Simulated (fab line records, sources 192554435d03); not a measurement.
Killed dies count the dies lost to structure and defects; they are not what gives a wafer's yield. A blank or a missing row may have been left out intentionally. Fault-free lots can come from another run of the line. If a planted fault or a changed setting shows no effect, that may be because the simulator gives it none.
Matching of chambers :: flow n5_finfet :: N5_MOL_CONTACT_COAG_DESCUM_88 on rie_diel-06 has 4 sister chambers
The step chemistry O2, time 7 s. 16 wafers are shown with their chamber, then 8 later ones without.

EACH WAFER AND ITS CHAMBER
wafer: L076.3
chamber: 2
throttle_valve_pct (%): 20.5
showerhead_plenum_p_Torr (Torr): 2.11
oes_product_au (a.u.): 0.85

wafer: L076.4
chamber: 1
throttle_valve_pct (%): 20.5
showerhead_plenum_p_Torr (Torr): 2.13
oes_product_au (a.u.): 0.69

wafer: L076.6
chamber: 0
throttle_valve_pct (%): 19.7
showerhead_plenum_p_Torr (Torr): 2.02
oes_product_au (a.u.): 0.86

wafer: L079.2
chamber: 3
throttle_valve_pct (%): 20.2
showerhead_plenum_p_Torr (Torr): 2.11
oes_product_au (a.u.): 0.82

wafer: L079.4
chamber: 0
throttle_valve_pct (%): 19.8
showerhead_plenum_p_Torr (Torr): 2.02
oes_product_au (a.u.): 0.85

wafer: L079.6
chamber: 0
throttle_valve_pct (%): 19.8
showerhead_plenum_p_Torr (Torr): 2.02
oes_product_au (a.u.): 0.85

wafer: L082.1
chamber: 3
throttle_valve_pct (%): 20.2
showerhead_plenum_p_Torr (Torr): 2.11
oes_product_au (a.u.): 0.83

wafer: L082.3
chamber: 2
throttle_valve_pct (%): 20.5
showerhead_plenum_p_Torr (Torr): 2.11
oes_product_au (a.u.): 0.85

wafer: L082.5
chamber: 0
throttle_valve_pct (%): 19.8
showerhead_plenum_p_Torr (Torr): 2.02
oes_product_au (a.u.): 0.85

wafer: L086.2
chamber: 2
throttle_valve_pct (%): 20.5
showerhead_plenum_p_Torr (Torr): 2.10
oes_product_au (a.u.): 0.83

wafer: L086.5
chamber: 2
throttle_valve_pct (%): 20.5
showerhead_plenum_p_Torr (Torr): 2.10
oes_product_au (a.u.): 0.84

wafer: L086.6
chamber: 1
throttle_valve_pct (%): 20.5
showerhead_plenum_p_Torr (Torr): 2.12
oes_product_au (a.u.): 0.67

wafer: L087.1
chamber: 1
throttle_valve_pct (%): 20.5
showerhead_plenum_p_Torr (Torr): 2.12
oes_product_au (a.u.): 0.66

wafer: L087.4
chamber: 3
throttle_valve_pct (%): 20.2
showerhead_plenum_p_Torr (Torr): 2.11
oes_product_au (a.u.): 0.81

wafer: L087.5
chamber: 2
throttle_valve_pct (%): 20.5
showerhead_plenum_p_Torr (Torr): 2.10
oes_product_au (a.u.): 0.83

wafer: L089.2
chamber: 0
throttle_valve_pct (%): 19.8
showerhead_plenum_p_Torr (Torr): 2.01
oes_product_au (a.u.): 0.83

SIGNATURES (averages over the wafers above)
reading: throttle_valve_pct
chamber 0: 19.780
chamber 1: 20.500
chamber 2: 20.500
chamber 3: 20.200
scatter within a chamber: 0.0258

reading: showerhead_plenum_p_Torr
chamber 0: 2.0180
chamber 1: 2.1233
chamber 2: 2.1040
chamber 3: 2.1100
scatter within a chamber: 0.00471

reading: oes_product_au
chamber 0: 0.8480
chamber 1: 0.6733
chamber 2: 0.8400
chamber 3: 0.8200
scatter within a chamber: 0.0114
Rule: for each reading, subtract the chamber's mean from the wafer's reading, divide by that reading's scatter and square the result; add these up over the readings and take the root, which gives the wafer's distance from the chamber. The wafer belongs to the nearest chamber; if the next one is less than 2 further off, it can't be placed. The scatter: the root of (the sum of the squares of (reading less its chamber's mean) over the shown wafers, divided by (wafers less chambers)).

WAFERS WITHOUT THEIR CHAMBER
wafer: L089.4
throttle_valve_pct (%): 20.5
showerhead_plenum_p_Torr (Torr): 2.10
oes_product_au (a.u.): 0.83

wafer: L089.6
throttle_valve_pct (%): 19.8
showerhead_plenum_p_Torr (Torr): 2.01
oes_product_au (a.u.): 0.84

wafer: L090.3
throttle_valve_pct (%): 20.5
showerhead_plenum_p_Torr (Torr): 2.10
oes_product_au (a.u.): 0.83

wafer: L090.5
throttle_valve_pct (%): 20.2
showerhead_plenum_p_Torr (Torr): 2.10
oes_product_au (a.u.): 0.82

wafer: L090.6
throttle_valve_pct (%): 20.5
showerhead_plenum_p_Torr (Torr): 2.10
oes_product_au (a.u.): 0.82

wafer: L092.3
throttle_valve_pct (%): 20.5
showerhead_plenum_p_Torr (Torr): 2.10
oes_product_au (a.u.): 0.82

wafer: L092.4
throttle_valve_pct (%): 20.5
showerhead_plenum_p_Torr (Torr): 2.10
oes_product_au (a.u.): 0.82

wafer: L092.5
throttle_valve_pct (%): 19.8
showerhead_plenum_p_Torr (Torr): 2.01
oes_product_au (a.u.): 0.83

EACH ONE'S CHAMBER
wafer: L089.4
from the rows above: 2
in truth: 2

wafer: L089.6
from the rows above: 0
in truth: 0

wafer: L090.3
from the rows above: 2
in truth: 2

wafer: L090.5
from the rows above: 3
in truth: 3

wafer: L090.6
from the rows above: 2
in truth: 2

wafer: L092.3
from the rows above: 2
in truth: 2

wafer: L092.4
from the rows above: 2
in truth: 2

wafer: L092.5
from the rows above: 0
in truth: 0
Correct placement for 8 of the 8. Can't be placed from these rows: 0. Placed wrongly: 0.
